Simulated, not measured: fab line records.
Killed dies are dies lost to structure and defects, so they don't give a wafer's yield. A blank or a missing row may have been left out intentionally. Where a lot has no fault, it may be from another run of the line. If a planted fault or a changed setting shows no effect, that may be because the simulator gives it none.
fab line records	flow nand_harc
record: lots: 6	wafers: 18	last_day: 33
route steps=1302 shown P_BONDPAD@356 A_ZERO_WELL@390 END@1302
lots untouched by any fault: they come from a run of this same line in which no faults occurred
start_h: the number of hours between the record's first day and the start of the first shown wafer of the lot	wait_h: time in hours since the lot's previous step	" the same as in the row above	L1.1+2: several wafers, shown together as one row	- no value, or no start given	* or withheld: withheld	< > ~ a bound
route shown NAME@n: a module of which the file shows steps, and the number in the route of the first	usual: mean/standard deviation taken from wafers without a fault	same: alike in all rows	chamber/n: place in a boat	sites: each site's reading	_std_site: standard deviation across them	_edge_site: mean of outer sites minus mean of inner sites	radius_mm: how far each site lies from the wafer's centre	mask NAME#n: copy n	behind: the last tool/chamber to shape the wafer	hold: why the lot was held/for how many hours/how that ended	device: transistor that didn't switch, given as n, p or np	end of line: tests run on the same wafers once the route is complete	a step given without rows: its recipe and nothing more	killed: count of dies lost to structure and defects at first sort (not the wafer's yield)	map: dies across one wafer; x = killed, . = not, _ = none there
set.NAME: setting as actually run; set.NAME@STEP: the setting as run at that earlier step	model.NAME: the simulator's own value behind a step, which no gauge read
lots at selected steps of the route; one table per step, one row per wafer
services: from which hour (start_h, from the record's first day; less than 0 if before it) a tool's chamber was out of use, for how many hours, and why
== steps ==
step: NHARC_P_BONDPAD_HMDS_02
recipe: time_s: 30
step: NHARC_P_BONDPAD_COAT_36
recipe: temp_c: 200	time_s: 65
step: NHARC_P_BONDPAD_COAT_03
recipe: spin_rpm: 2000	resist_thk_nm: 600
step: NHARC_P_BONDPAD_SOFTBAKE_04
recipe: temp_c: 125	time_s: 70
step: NHARC_P_BONDPAD_EBR_05
step: NHARC_P_BONDPAD_EXPOSE_06
recipe: na: 0.55	dose_mj: 37.06	mask_id: P_BPAD
step: NHARC_P_BONDPAD_PEB_07
recipe: peb_temp_c: 128	peb_time_s: 80
step: NHARC_P_BONDPAD_DEVELOP_08
recipe: time_s: 50	dev_temp_c: 22
step: NHARC_P_BONDPAD_CD_MEAS_09
recipe: target_cd_nm: 500	landing_energy_ev: 500
usual: cd_nm: 499.6/2.7
lot.wafer	tool	chamber	start_h	wait_h	cd_nm
L100.3	cd_sem-03	0	145.77	-	501.5
L100.4	"	0	"	"	496.5
L100.6	"	0	"	"	497.7
L109.1	cd_sem-03	0	243.29	-	498.8
L109.2	"	0	"	"	502.6
L109.6	"	0	"	"	496.3
L111.1	cd_sem-02	0	250.29	-	494.7
L111.2	"	0	"	"	497.2
L111.5	"	0	"	"	501.8
L115.2	cd_sem-03	0	297.30	-	498.6
L115.5	"	0	"	"	495.6
L115.6	"	0	"	"	499.4
L117.3	cd_sem-02	0	328.39	-	500.0
L117.4	"	0	"	"	499.2
L117.6	"	0	"	"	493.8
L122.2	cd_sem-02	0	360.08	-	501.6
L122.4	"	0	"	"	503.6
L122.5	"	0	"	"	501.1
step: NHARC_P_BONDPAD_OVL_MEAS_38
usual: overlay_x_nm: 2/6	overlay_y_nm: 1/5
lot.wafer	tool	chamber	start_h	wait_h	overlay_x_nm	overlay_y_nm
L100.3	overlay-01	-	145.86	-	-6	11
L100.4	"	-	"	"	-6	10
L100.6	"	-	"	"	-6	11
L109.1	overlay-01	-	243.38	-	5	-4
L109.2	"	-	"	"	5	-5
L109.6	"	-	"	"	5	-4
L111.1	overlay-01	-	250.38	-	-7	2
L111.2	"	-	"	"	-7	2
L111.5	"	-	"	"	-7	2
L115.2	overlay-01	-	297.39	-	11	-2
L115.5	"	-	"	"	11	-2
L115.6	"	-	"	"	12	-2
L117.3	overlay-01	-	328.48	-	15	-3
L117.4	"	-	"	"	16	-3
L117.6	"	-	"	"	15	-2
L122.2	overlay-01	-	360.17	-	4	1
L122.4	"	-	"	"	4	1
L122.5	"	-	"	"	5	1
step: NHARC_P_BONDPAD_HARDBAKE_10
recipe: temp_c: 118	time_s: 65
step: NHARC_P_BONDPAD_DESCUM_11
recipe: time_s: 3	o2_flow_sccm: 200	ar_flow_sccm: 0	bias_power_w: 0	chemistry: O2
usual: drypump_motor_current_A: 5.8/0.36	oes_product_au: 0.999/0.014	rf_vpp_V: 57.9/0.9	showerhead_plenum_p_Torr: 1.94/0.1	throttle_valve_pct: 11.310/0.0098
same: time_s: 3
lot.wafer	tool	chamber	start_h	wait_h	drypump_motor_current_A	oes_product_au	rf_hours_counter_h	rf_vpp_V	showerhead_plenum_p_Torr	throttle_valve_pct
L100.4	rie_diel-11	1	146.00	-	6.0	1.002	1.7	56.4	1.90	11.321
L100.3	"	2	"	"	5.9	1.003	1.6	57.8	1.79	11.312
L100.6	"	0	"	"	5.4	1.003	-	57.4	2.06	11.293
L109.1	rie_diel-08	2	243.51	-	6.0	0.970	1.4	57.8	1.92	11.313
L109.2	"	0	"	"	5.5	1.017	1.7	56.4	1.91	11.304
L109.6	"	1	"	"	5.3	1.003	-	59.0	1.83	11.313
L111.1	rie_diel-08	3	250.50	-	5.8	1.018	1.9	58.8	2.02	11.300
L111.2	"	2	"	"	5.9	0.961	1.7	58.7	1.92	11.290
L111.5	"	3	"	"	5.8	1.010	-	58.4	2.02	11.308
L115.2	rie_diel-11	0	297.53	-	5.4	0.995	0.8	58.6	2.06	11.320
L115.6	"	3	"	"	6.3	0.996	-	57.3	2.05	11.300
L115.5	"	2	"	"	5.9	0.990	-	57.3	1.79	11.321
L117.3	rie_diel-11	2	328.60	-	5.9	1.001	2.2	57.2	1.79	11.321
L117.4	"	3	"	"	6.3	1.003	-	58.4	2.05	11.311
L117.6	"	0	"	"	5.4	0.998	-	58.3	2.06	11.308
L122.2	rie_diel-08	3	360.29	-	5.8	1.028	6.2	58.2	2.01	11.308
L122.4	"	1	"	"	5.3	0.973	6.8	56.6	1.83	11.318
L122.5	"	3	"	"	5.8	1.032	-	58.2	2.02	11.316
step: NHARC_P_BONDPAD_ETCH_37
recipe: target_depth_a: 600	overetch_a: 180	time_s: 65.91	ion_energy_ev: 200	n2_flow_sccm: 150	h2_flow_sccm: 150	ar_flow_sccm: 0	rf_w: 400	bias_w: 150	chemistry: N2/H2
usual: drypump_motor_current_A: 5.8/0.35	h2_flow_sccm: 150.0/0.49	oes_product_au: 0.998/0.014	rf_vpp_V: 431.1/2.9	showerhead_plenum_p_Torr: 2.06/0.11	throttle_valve_pct: 14.172/0.0083
same: time_s: 65.91
lot.wafer	tool	chamber	start_h	wait_h	drypump_motor_current_A	h2_flow_sccm	oes_product_au	rf_hours_counter_h	rf_vpp_V	showerhead_plenum_p_Torr	throttle_valve_pct
L100.4	rie_diel-11	2	146.07	0.1	5.9	150.8	0.985	1.6	427.7	1.90	14.160
L100.3	"	1	"	"	6.0	149.5	1.004	1.7	430.5	2.03	14.168
L100.6	"	2	"	"	5.9	151.1	0.984	-	427.0	1.90	14.162
L109.2	rie_diel-08	2	243.59	0.1	6.0	150.5	0.969	1.4	429.8	2.04	14.177
L109.1	"	0	"	"	5.5	149.8	1.025	1.7	431.4	2.04	14.183
L109.6	"	2	"	"	5.9	150.1	0.976	-	429.7	2.04	14.176
L111.1	rie_diel-08	0	250.59	0.1	5.5	149.6	1.020	2.0	431.4	2.04	14.174
L111.2	"	1	"	"	5.3	150.0	0.989	1.8	428.1	1.95	14.172
L111.5	"	0	"	"	5.5	149.1	1.023	-	430.1	2.04	14.181
L115.2	rie_diel-11	3	297.63	0.1	6.3	150.0	0.982	0.7	433.1	2.19	14.175
L115.5	"	2	"	"	5.9	150.3	0.990	-	426.1	1.90	14.170
L115.6	"	3	"	"	6.4	150.1	0.992	-	434.2	2.19	14.168
L117.3	rie_diel-11	0	328.71	0.1	5.4	150.2	0.999	2.3	434.1	2.19	14.175
L117.4	"	0	"	"	5.4	150.1	1.005	-	435.2	2.19	14.172
L117.6	"	2	"	"	5.9	150.5	0.984	-	427.3	1.90	14.167
L122.4	rie_diel-08	1	360.38	0.1	5.3	150.0	0.972	6.8	428.2	1.95	14.178
L122.2	"	0	"	"	5.5	149.3	1.021	6.8	431.6	2.04	14.173
L122.5	"	1	"	"	5.3	150.2	0.990	-	428.2	1.95	14.169
step: NHARC_P_BONDPAD_ETCH_12
recipe: target_depth_a: 2000	time_s: 100	chf3_flow_sccm: 50	o2_flow_sccm: 10	ar_flow_sccm: 200	rf_w: 500	bias_w: 200	chemistry: CHF3/O2
step: NHARC_P_BONDPAD_CD_MEAS_13
usual: cd_nm: 499.1/2.9
lot.wafer	tool	chamber	start_h	wait_h	cd_nm
L100.3	cd_sem-03	-	146.30	-	500.9
L100.4	"	-	"	"	495.6
L100.6	"	-	"	"	496.2
L109.1	cd_sem-03	-	243.82	-	499.6
L109.2	"	-	"	"	502.8
L109.6	"	-	"	"	496.1
L111.1	cd_sem-03	-	250.82	-	495.2
L111.2	"	-	"	"	497.7
L111.5	"	-	"	"	502.2
L115.2	cd_sem-01	-	297.88	-	498.1
L115.5	"	-	"	"	494.8
L115.6	"	-	"	"	497.4
L117.3	cd_sem-01	-	328.96	-	498.4
L117.4	"	-	"	"	496.4
L117.6	"	-	"	"	494.5
L122.2	cd_sem-02	-	360.61	-	502.2
L122.4	"	-	"	"	502.4
L122.5	"	-	"	"	500.7
step: NHARC_P_BONDPAD_STRIP_15
recipe: o2_flow_sccm: 500	ar_flow_sccm: 0	bias_w: 0	chemistry: O2
usual: drypump_motor_current_A: 5.9/0.44	oes_product_au: 0.997/0.015	rf_vpp_V: 57.8/0.93	showerhead_plenum_p_Torr: 3.55/0.15	throttle_valve_pct: 17.036/0.0092
lot.wafer	tool	chamber	start_h	wait_h	drypump_motor_current_A	oes_product_au	rf_hours_counter_h	rf_vpp_V	showerhead_plenum_p_Torr	throttle_valve_pct
L100.3	rie_diel-08	0	146.39	0.1	5.6	1.012	5.7	56.8	3.53	17.044
L100.4	"	1	"	"	5.3	0.995	5.7	57.7	3.39	17.023
L100.6	"	3	"	"	5.9	1.025	-	57.7	3.71	17.044
L109.2	rie_diel-05	3	243.91	0.1	6.4	1.004	0.3	57.8	3.42	17.027
L109.1	"	1	"	"	5.2	0.992	0.1	58.2	3.70	17.037
L109.6	"	3	"	"	6.4	1.009	-	57.4	3.42	17.036
L111.1	rie_diel-05	0	250.89	0.1	6.6	0.993	0.2	56.4	3.39	17.035
L111.2	"	1	"	"	5.2	0.983	0.2	56.8	3.69	17.040
L111.5	"	0	"	"	6.5	0.989	-	58.2	3.39	17.035
L115.2	rie_diel-05	2	297.98	0.1	5.8	0.985	3.0	58.5	3.63	17.045
L115.6	"	0	"	"	6.6	0.991	-	57.4	3.39	17.039
L115.5	"	1	"	"	5.2	0.976	-	58.9	3.69	17.031
L117.3	rie_diel-05	1	329.05	0.1	5.2	0.982	4.2	59.0	3.69	17.041
L117.4	"	2	"	"	5.7	1.001	3.9	59.1	3.63	17.036
L117.6	"	1	"	"	5.2	0.981	-	58.7	3.69	17.037
L122.4	rie_diel-11	0	360.70	0.1	5.4	0.991	4.1	57.0	3.77	17.032
L122.2	"	2	"	"	5.9	0.980	4.2	58.5	3.31	17.050
L122.5	"	3	"	"	6.3	0.978	-	59.0	3.77	17.045
step: NHARC_P_BONDPAD_ETCH_24
recipe: target_depth_a: 300	over_etch_frac: 0.3	time_s: 72.99	ion_energy_ev: 150	cf4_flow_sccm: 50	n2_flow_sccm: 100	ar_flow_sccm: 150	rf_w: 300	bias_w: 100	chemistry: CF4/N2
step: NHARC_P_BONDPAD_STRIP_16
recipe: time_s: 600	temp_c: 30	chemistry: post_etch_residue_remover
step: NHARC_P_BONDPAD_DEGAS_25
recipe: temp_c: 300	time_s: 60
usual: heater_power_w: 452/38
same: time_s: 60
lot.wafer	tool	chamber	start_h	wait_h	heater_power_w
L100.3	pvd_sputter-01	-	146.94	-	444
L100.4	"	-	"	"	519
L100.6	"	-	"	"	429
L109.2	pvd_sputter-02	-	244.44	-	422
L109.1	"	-	"	"	516
L109.6	"	-	"	"	426
L111.1	pvd_sputter-01	-	251.44	-	443
L111.2	"	-	"	"	424
L111.5	"	-	"	"	451
L115.2	pvd_sputter-01	-	298.51	-	440
L115.5	"	-	"	"	421
L115.6	"	-	"	"	443
L117.4	pvd_sputter-03	-	329.59	-	499
L117.3	"	-	"	"	415
L117.6	"	-	"	"	421
L122.4	pvd_sputter-02	-	361.23	-	430
L122.2	"	-	"	"	451
L122.5	"	-	"	"	445
step: NHARC_P_BONDPAD_PRE_CLEAN_26
recipe: time_s: 30	temp_c: 280	gas: H2/He
step: NHARC_P_BONDPAD_PVD_17
recipe: target_thk_a: 50	bias_v: 168.6	power_w: 15000	chamber_pressure_pa: 0.12	time_s: 8.06	substrate_temp_c: 50	material: TaN
step: NHARC_P_BONDPAD_PVD_27
recipe: target_thk_a: 300	chamber_pressure_pa: 5	power_w: 5000	substrate_temp_c: 30	time_s: 20.49	material: Cu
step: NHARC_P_BONDPAD_ECD_18
recipe: target_thk_a: 4000	bath_temp_c: 25	material: Cu
step: NHARC_P_BONDPAD_ANNEAL_28
recipe: temp_c: 225	time_s: 90
step: NHARC_P_BONDPAD_CMP_19
recipe: t_overpolish_s: 30	cu_recess_touch_s: 16	target_thk_nm: 160.81
usual: motor_current_A: 11.7/0.55	overpolish_run_s: 29.999/0.0091
same: t_overpolish_s: 30
lot.wafer	tool	chamber	start_h	wait_h	motor_current_A	overpolish_run_s
L100.4	cmp-02	3	148.07	-	12.3	30.015
L100.3	"	0	"	"	11.6	30.004
L100.6	"	3	"	"	12.2	30.000
L109.1	cmp-03	0	245.55	-	12.0	30.003
L109.2	"	1	"	"	11.4	30.001
L109.6	"	0	"	"	11.9	29.992
L111.1	cmp-03	1	252.87	-	11.7	30.005
L111.2	"	2	"	"	11.3	30.003
L111.5	"	1	"	"	10.8	29.990
L115.2	cmp-02	2	299.68	-	10.6	30.005
L115.5	"	3	"	"	11.7	30.002
L115.6	"	0	"	"	11.4	29.998
L117.4	cmp-01	3	330.66	-	12.2	30.001
L117.3	"	2	"	"	12.5	29.981
L117.6	"	3	"	"	12.5	30.001
L122.4	cmp-03	1	362.34	-	11.6	30.022
L122.2	"	3	"	"	11.2	29.998
L122.5	"	0	"	"	12.6	30.005
step: NHARC_P_BONDPAD_THK_MEAS_20
recipe: thk_meas_gauge: xrf
usual: thk_nm: 160.7/1.7
lot.wafer	tool	chamber	start_h	wait_h	thk_nm
L100.3	film_metro-01	-	148.37	-	161.4
L100.4	"	-	"	"	158.7
L100.6	"	-	"	"	160.4
L109.1	film_metro-02	-	245.84	-	162.0
L109.2	"	-	"	"	158.8
L109.6	"	-	"	"	161.5
L111.1	film_metro-02	-	253.16	-	156.9
L111.2	"	-	"	"	159.7
L111.5	"	-	"	"	161.4
L115.2	film_metro-02	-	299.92	-	162.0
L115.5	"	-	"	"	162.2
L115.6	"	-	"	"	160.7
L117.3	film_metro-01	-	330.98	-	159.4
L117.4	"	-	"	"	159.6
L117.6	"	-	"	"	160.0
L122.2	film_metro-02	-	362.63	-	161.6
L122.4	"	-	"	"	161.2
L122.5	"	-	"	"	161.6
step: NHARC_P_BONDPAD_SRD_21
recipe: time_s: 30	temp_c: 23	dry_time_s: 20	spin_rpm: 1500
step: NHARC_P_BONDPAD_ACTIVATE_29
recipe: time_s: 60	n2_flow_sccm: 200	ar_flow_sccm: 0	bias_power_w: 0	chemistry: N2
usual: drypump_motor_current_A: 5.8/0.39	oes_product_au: 0.997/0.016	rf_vpp_V: 64.2/1	showerhead_plenum_p_Torr: 1.78/0.089
same: time_s: 60
lot.wafer	tool	chamber	start_h	wait_h	drypump_motor_current_A	oes_product_au	rf_hours_counter_h	rf_vpp_V	showerhead_plenum_p_Torr
L100.3	rie_diel-08	0	148.63	0.1	5.5	1.010	5.9	64.5	1.77
L100.4	"	1	"	"	5.3	0.990	5.8	64.4	1.69
L100.6	"	0	"	"	5.5	0.999	-	62.5	1.77
L109.2	rie_diel-11	1	246.11	0.1	6.0	1.001	4.3	65.4	1.75
L109.1	"	2	"	"	5.9	1.007	4.1	62.1	1.65
L109.6	"	1	"	"	6.0	1.016	-	64.2	1.75
L111.2	rie_diel-08	3	253.45	0.1	5.9	1.020	2.0	64.1	1.86
L111.1	"	0	"	"	5.5	1.020	2.1	64.9	1.77
L111.5	"	1	"	"	5.3	0.996	-	63.8	1.69
L115.2	rie_diel-11	0	300.18	0.1	5.4	1.008	1.0	64.6	1.90
L115.5	"	0	"	"	5.4	1.010	-	63.8	1.90
L115.6	"	2	"	"	5.9	0.984	-	63.8	1.65
L117.4	rie_diel-08	0	331.28	0.1	5.5	1.010	5.4	63.8	1.76
L117.3	"	1	"	"	5.3	0.998	5.0	63.1	1.69
L117.6	"	0	"	"	5.5	1.008	-	64.9	1.76
L122.2	rie_diel-08	3	362.92	0.1	5.9	1.014	6.3	65.4	1.86
L122.4	"	0	"	"	5.5	1.015	6.9	63.6	1.76
L122.5	"	3	"	"	5.9	1.024	-	64.7	1.86
step: NHARC_P_BONDPAD_PRECLEAN_30
recipe: time_s: 300	temp_c: 23	chemistry: DIW
step: NHARC_P_BONDPAD_SRD_31
recipe: time_s: 30	temp_c: 23	dry_time_s: 20	spin_rpm: 1500
step: NHARC_A_ZERO_WELL_PRECLEAN_00
recipe: time_s: 600	temp_c: 120	chemistry: SPM
step: NHARC_A_ZERO_WELL_SRD_01
step: NHARC_A_ZERO_WELL_DEHYDRATE_02
recipe: temp_c: 150	time_s: 120
step: NHARC_A_ZERO_WELL_HMDS_03
recipe: time_s: 30
step: NHARC_A_ZERO_WELL_COAT_18
recipe: temp_c: 200	time_s: 65
step: NHARC_A_ZERO_WELL_COAT_04
recipe: spin_rpm: 2000	resist_thk_nm: 600
step: NHARC_A_ZERO_WELL_SOFTBAKE_05
recipe: temp_c: 125	time_s: 70
step: NHARC_A_ZERO_WELL_EBR_06
step: NHARC_END_SORT_01
recipe: temp_c: 25
usual: defect_limited_yield: 92.3/2.7	killed_at_array: 47/18	killed_at_other: 0.9/1.1	killed_at_periphery: 4/3.1	killed_dies: 52/18	killed_open: 3.1/1.5	killed_short: 2.4/1.5	sort_bin_2_pct: 2.7/1.2	sort_bin_3_pct: 0.6/0.38	sort_bin_4_pct: 4.5/1.5	sort_n_pass: 625/18	sort_rim_yield_pct: 89/4.5	sort_yield_pct: 92.3/2.7
same: gross_dies: 677	sort_bin_5_pct[%]: 0	sort_bin_6_pct[%]: 0	sort_bin_7_pct[%]: 0	sort_bin_8_pct[%]: 0	sort_rim_n_gross: 106.00
lot.wafer	tool	chamber	start_h	wait_h	defect_limited_yield[%]	killed_at_array	killed_at_other	killed_at_periphery	killed_dies	killed_open	killed_short	sort_bin_2_pct[%]	sort_bin_3_pct[%]	sort_bin_4_pct[%]	sort_n_pass	sort_rim_yield_pct[%]	sort_yield_pct[%]
L115.5	prober-01	0	717.30	3.8	79.0	41	5	96	142	2	3	8.4	5.0	7.5	535	90	79.0
L117.6	prober-01	0	767.88	4.0	77.7	57	1	93	151	3	1	10.5	4.6	7.2	526	88	77.7
killed by level:class
L115.5 P_BONDPAD:unspecified=93 A_CHANNEL_HOLE_D2:chamber_film_flake=17 A_CHANNEL_HOLE_D1:chamber_film_flake=11 A_SLIT:chamber_film_flake=4 THIN_TSV:chamber_film_flake=4 P_GATE:chamber_film_flake=3 A_STAIRCASE:chamber_film_flake=2 A_ONON_D1:geometric_particle:short=1
L117.6 P_BONDPAD:unspecified=88 A_SLIT:chamber_film_flake=21 A_CHANNEL_HOLE_D2:chamber_film_flake=11 A_CHANNEL_HOLE_D1:chamber_film_flake=10 A_CONTACT:chamber_film_flake=6 A_STAIRCASE:chamber_film_flake=4 P_M0:geometric_particle:open=2 P_STI:chamber_film_flake=2
map L115.5 (x killed, . not)
____________.____________
_________......._________
_______..........._______
______.............______
_____..............._____
____.................____
____.................____
___...................___
___...................___
__.....x..x............__
__.......xxxx..........__
_......xxxxxx..........._
_.......xxxxx..........._
_....xxxxxxxxxx........._
_.....xxxxxxxxxx........_
_.....xxxxxxxx.........._
......xxxxxxxx...........
......xxxxxxxx...........
......xxxxxxxx...........
......xxxxxxxx...........
.......xxxxxxx......x....
_.x...xxxxxxxx.........._
_.x.....xxxx............_
_......x................_
_.....x...x.x.x........._
_............x..x......x_
__..x.................x__
__.x..........x....x...__
___...x.x.x...x.x..x..___
___..x............xxx.___
____...x...x......xx.____
____x.xx.x......x..xx____
_____xx.x..........._____
______..x..........______
_______xxxx......._______
_________x......_________
____________.____________
map L117.6 (x killed, . not)
____________.____________
_________......._________
_______x.........._______
______.............______
_____..............._____
____.................____
____.................____
___...........x.......___
___...................___
__.......x.x...........__
__......x.x............__
_.....x.x.xx.x...x......_
_......xxxxxx..........._
_......xxxxxx.x........._
_......xxxxxxxx........._
_.....xxxxxxxx.........._
.....xxxxxxxxx.......x...
.......xxxxxxx...........
......xxxxxxxx.....x...x.
......xxxxxxxx...........
.......xxxxxx.x..........
_......xxxxxxx.........._
_.......x.xx.......x...._
_..xx....x.xx..........._
_...x............x..x..._
_.......x..........xx..._
__....x.......x......x.__
__...x...............x.__
___.x...x...x.x.....xx___
___.....xx.........x.x___
____.xxxxx.........xx____
____xxxxxx...........____
_____.xxxxx.x......._____
______x.xxxx.......______
_______xxxxx......_______
_________x......_________
____________x____________
== services ==
tool	chamber	start_h	hours	kind
cmp-02	-	136.05	4.0	pm
rie_diel-11	3	154.31	3.9	repair
pvd_sputter-02	-	157.18	0.9	repair
rie_diel-05	-	161.51	0.4	repair
cmp-03	-	162.00	4.0	pm
rie_diel-11	-	184.03	0.4	repair
rie_diel-08	-	190.80	9.0	pm
rie_diel-11	1	195.19	2.9	repair
pvd_sputter-01	-	212.40	9.8	repair
rie_diel-11	3	216.18	19.4	repair
pvd_sputter-01	-	226.00	10.0	pm
rie_diel-05	-	229.60	9.0	pm
rie_diel-11	3	246.59	3.3	repair
rie_diel-11	0	250.05	1.8	repair
rie_diel-11	2	250.64	8.3	repair
rie_diel-11	-	255.50	9.0	pm
cmp-03	-	260.00	4.0	pm
cmp-03	-	264.35	1.9	repair
rie_diel-11	-	275.27	0.2	repair
rie_diel-11	1	275.62	3.1	repair
cmp-03	-	288.71	0.5	repair
rie_diel-11	1	296.34	50.4	repair
rie_diel-11	2	324.99	2.7	repair
cmp-03	-	358.00	4.0	pm
== key ==
first_sign: step: NHARC_END_SORT_01	reading: killed_at_periphery	direction: up	sigmas: 29	usual: 4	struck: 94
effect: step: NHARC_END_SORT_01	reading: defect_limited_yield	direction: down	sigmas: 5.2	usual: 92.3	struck: 78.4
more_kills_born_at: NHARC_P_BONDPAD_ETCH_37@rie_diel-11: 181
met_at NHARC_P_BONDPAD_ETCH_37
struck_wafers L115.5,L117.6
onset_between 146.07 297.63
fault: kind: chamber_particle_source	tool: rie_diel-11	chamber: 2	onset_h: 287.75	steps: NHARC_P_BONDPAD_ETCH_37	rate_per_visit_cm2: 1.3138
